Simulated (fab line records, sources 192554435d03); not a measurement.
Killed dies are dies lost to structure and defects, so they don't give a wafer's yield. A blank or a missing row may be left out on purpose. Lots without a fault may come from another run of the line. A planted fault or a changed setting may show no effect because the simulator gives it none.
Problem report in the 8D (eight disciplines) form, filled by code | flow n5_finfet | the parts of the form that need people (team, actions taken, sign-off) are left out

1. THE PROBLEM
IOFF_P_LONG at N5_BEOL_M4_RC_MEAS_101 reads a mean of 0.000317 nA/um on 3 wafers of 3 lots; wafers without a fault read 0.000104 nA/um with a standard deviation of 8.1e-06. That is +26 standard deviations from the usual mean.
First seen on wafer L592.2, day 11 08:22, on prober-01. The record holds 29 wafers of 12 lots with a number at this step. Rule for "out", or "out of limits": more than 4 standard deviations from the usual mean. The other wafers with a number count as sound.

2. WHAT IT IS AND WHAT IT IS NOT
question                    | is                                                                     | is not
which readings at this step | IOFF_P_LONG, IOFF_P, IOFF_P_85C, IOFF_P_LIN, VT_N_LVT, VT_P, VT_P_LONG | DIBL_N, DIBL_P, IOFF_N, ION_N, SS_N, SS_P, VT_N
which lots                  | L592, L593, L594                                                       | L578, L580, L581, L582, L583, L584, L585, L586, L588
which wafers of those lots  | L592.2, L593.2, L594.2                                                 | L592.5, L594.1, L594.6
read on which gauges        | prober-01, prober-02                                                   | -
when                        | from day 11 08:22                                                      | up to then (24 sound wafers); but 2 sound wafers of L594 came after

3. SUSPECTS, AND WHAT RULES EACH OUT
Counting: a tool at a process step up to the reading stays a suspect if it ran every lot that is out. Sound lots after the first of them don't rule it out here, since some wafers of a struck lot are sound.
- the gauge at N5_BEOL_M4_RC_MEAS_101: ruled out. The wafers that are out were read on 2 gauges (prober-01, prober-02).
- ald_hk-03 at N5_HKMG_FIN_ALD_74 (deposits La2O3, target thk 0.5 nm, pulse time 6 s, co reactant pulse time 1 s): kept. It ran every lot that is out, first L592 (day 7 17:16); its last sound lot up to then is L586 (day 6 06:35).
Left after counting: ald_hk-03 at N5_HKMG_FIN_ALD_74.

4. THE CAUSE (what the simulator had put in)
Process parameter drift: ald_hk-03, from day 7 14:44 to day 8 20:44, at N5_HKMG_FIN_ALD_74. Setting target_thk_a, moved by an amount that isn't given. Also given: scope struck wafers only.
Counting left only this tool.

5. THE CHAIN OF EFFECTS, in route order
Each row: a reading whose mean over the struck wafers that have a number lies more than 3 standard deviations from the usual. Only readings for which the record gives a usual standard deviation are gone through. hours: the time from each lot's start at the first step in this table that gives one to its start at this step, as a median over the lots. sigmas: the change in usual standard deviations.
hours | step                    | reading            | usual          | on struck wafers | change    | sigmas
0     | N5_BEOL_M4_RC_MEAS_101  | IOFF_P             | 0.24 nA/um     | 0.73             | +0.49     | +11
0     | N5_BEOL_M4_RC_MEAS_101  | IOFF_P_85C         | 4.0 nA/um      | 10.3             | +6.3      | +9.6
0     | N5_BEOL_M4_RC_MEAS_101  | IOFF_P_LIN         | 0.107 nA/um    | 0.345            | +0.238    | +15
0     | N5_BEOL_M4_RC_MEAS_101  | IOFF_P_LONG        | 0.000104 nA/um | 0.000317         | +0.000213 | +26
0     | N5_BEOL_M4_RC_MEAS_101  | ION_P              | 464 uA/um      | 512              | +48       | +5.0
0     | N5_BEOL_M4_RC_MEAS_101  | VT_N_LVT           | 98 mV          | 137              | +39       | +11
0     | N5_BEOL_M4_RC_MEAS_101  | VT_P               | -249 mV        | -214             | +35       | +11
0     | N5_BEOL_M4_RC_MEAS_101  | VT_P_LONG          | -275.6 mV      | -239.7           | +35.9     | +13
104   | N5_PASSIVATION_PROBE_49 | sort_bin_4_leakage | 0.01 %         | 55.90            | +55.89    | +99 or more
104   | N5_PASSIVATION_PROBE_49 | sort_n_pass        | 1083           | 386              | -697      | -39
104   | N5_PASSIVATION_PROBE_49 | sort_yield_pct     | 91.8 %         | 32.7             | -59.1     | -39
The process steps in it:
- N5_PASSIVATION_PROBE_49

6. WHAT WOULD HAVE CAUGHT IT SOONER
In this record the first reading out of limits at a measuring or inspecting step was taken at day 11 08:22, 90 hours after the fault began at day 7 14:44.
Of the tool readings at N5_HKMG_FIN_ALD_74 for which the record gives a usual standard deviation, none was out on any struck wafer, so an alarm limit of 4 standard deviations on them would not have fired.
All the lots that are out (3) had begun N5_HKMG_FIN_ALD_74 on ald_hk-03 by day 11 08:22. A hold on the tool at that time would have spared none of them.
